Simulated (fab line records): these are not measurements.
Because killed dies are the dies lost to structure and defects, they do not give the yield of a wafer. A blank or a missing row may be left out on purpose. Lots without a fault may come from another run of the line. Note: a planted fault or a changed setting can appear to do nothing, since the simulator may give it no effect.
Chamber matching ; flow nandHarc ; NHARC_A_STAIRCASE_ETCHBACK_157 on rieDiel-13: 4 sister chambers
The step etches the open film in CH3F/O2, target depth 90 nm, time 167.14 s. 8 wafers are shown with their chamber, then 12 later ones without.

EACH WAFER AND ITS CHAMBER
wafer;chamber;showerheadPlenumPTorr (Torr);oesProductAu (a.u.)
L086.2;3;2.34;0.93
L086.4;0;2.46;0.93
L091.2;0;2.45;0.94
L090.4;3;2.33;0.99
L090.5;2;2.45;0.98
L089.4;1;2.65;1.00
L089.5;2;2.45;0.98
L089.6;1;2.65;0.99

WAFERS WITHOUT THEIR CHAMBER
wafer;showerheadPlenumPTorr (Torr);oesProductAu (a.u.)
L092.3;2.45;0.99
L092.5;2.45;0.99
L092.6;2.33;0.99
L096.2;2.44;0.93
L096.3;2.32;0.92
L096.5;2.44;0.92
L095.3;2.65;0.93
L095.5;2.32;0.92
L095.6;2.44;0.93
L097.2;2.64;0.92
L097.3;2.44;0.91
L097.5;2.44;0.92

CHAMBER TAKEN BY EACH
wafer;from the rows above;in truth
L092.3;2;2
L092.5;2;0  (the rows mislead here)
L092.6;3;3
L096.2;can't be placed: 0 or 2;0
L096.3;3;3
L096.5;can't be placed: 0 or 2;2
L095.3;1;1
L095.5;3;3
L095.6;can't be placed: 0 or 2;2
L097.2;1;1
L097.3;can't be placed: 0 or 2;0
L097.5;can't be placed: 0 or 2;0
Correctly placed: 6 of 12. Can't be placed from these rows: 5 (the true chamber is among the candidates in 5). Wrongly placed: 1.
How it was worked out, from the rows above alone: a wafer's distance from a chamber is the root of the sum, over the readings, of the square of ((its reading less the chamber's mean) divided by the reading's scatter). If the next closest chamber is less than 2 further off than the closest, the wafer can't be placed; otherwise it belongs to the closest. A chamber's mean is the mean of its shown wafers. The scatter: take each reading less its chamber's mean, square it, sum over the shown wafers, divide by the number of wafers less the number of chambers, and take the root.
